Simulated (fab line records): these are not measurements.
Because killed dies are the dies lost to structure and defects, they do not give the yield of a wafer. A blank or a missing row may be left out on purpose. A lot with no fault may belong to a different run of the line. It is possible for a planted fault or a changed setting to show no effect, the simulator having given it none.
A lot that was struck, set against a sound lot / flow nandHarc / 11 out of 1159 route steps
Sound: these wafers, L319.1, L319.4, L319.5. Struck: wafers L331.3, L331.6. (L331.5 of the same lot was not struck and is left out.) The cause comes at the end.
For every step that has rows: the tool of each side, followed by ch and its chambers, followed by its first start. Under that, the readings that differ: sound wafers / struck wafers / difference of the means / sigmas: that difference in standard deviations of wafers without a fault.
alike: readings whose means differ by less than 2 such deviations, and words and numbers that are the same on both sides. not compared: withheld readings, readings that some wafer has no value for, bounds like >300 that may hide the same value, and numbers for which the record gives no deviation and whose values overlap.
The two part at a step that has a row with sigmas, a row that says differs or no value, or rows on one side only. When numbers do not overlap yet have no deviation, they are printed without sigmas and do not part them. A reading that every wafer of one side lacks parts them only if that side has two wafers or more.

NHARC_A_WL_FILL_INSPECT_15:
  struck on defectInspect-02, day 19 12:32; sound on defectInspect-01, day 16 14:52
  alike: rawDefectCount
NHARC_A_CONTACT_DEP_24: deposits SiO2, target thk 500 nm.
  sound on pecvd-04 ch 1,2, day 16 14:56; struck on pecvd-04 ch 2, day 19 12:53
  alike: chamberPressureTorr, flowSccm, heaterPowerW, throttleValvePct
NHARC_A_CONTACT_DEP_28: deposits aC, target thk 3600 nm.
  sound on aclDep-02 ch 0, day 16 15:33; struck on aclDep-03 ch 0, day 19 14:38
  alike: throttleValvePct
NHARC_A_CONTACT_DEP_29: deposits SiON, target thk 70 nm.
  sound on pecvd-03 ch 1,2, day 16 17:50; struck on pecvd-03 ch 0,2, day 19 16:08
  alike: chamberPressureTorr, heaterPowerW
then, 5 steps without rows for these wafers: NHARC_A_CONTACT_DEHYDRATE_32 (time 120 s); NHARC_A_CONTACT_HMDS_33 (time 30 s); NHARC_A_CONTACT_COAT_34 (time 75 s); NHARC_A_CONTACT_COAT_35 (time 65 s); NHARC_A_CONTACT_COAT_36 (resist thk 90 nm).
NHARC_A_CONTACT_SOFTBAKE_37: time 55 s.
  sound on lithoTrack-04 ch 0, day 16 18:00; struck on lithoTrack-06 ch 0, day 19 16:00
reading=heaterPowerTotalW (W); sound=188.48 188.37 188.78; struck=209.31 209.75; difference=+20.99; sigmas=+99 or more
after that, 1 step had no rows for these wafers: NHARC_A_CONTACT_EBR_38.

WHERE THEY PART
At NHARC_A_CONTACT_SOFTBAKE_37 and nowhere else, as far as this record goes.

WHY: what the simulator had put in
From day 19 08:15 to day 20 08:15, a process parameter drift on lithoTrack-06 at NHARC_A_CONTACT_SOFTBAKE_37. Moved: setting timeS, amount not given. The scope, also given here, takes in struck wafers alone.
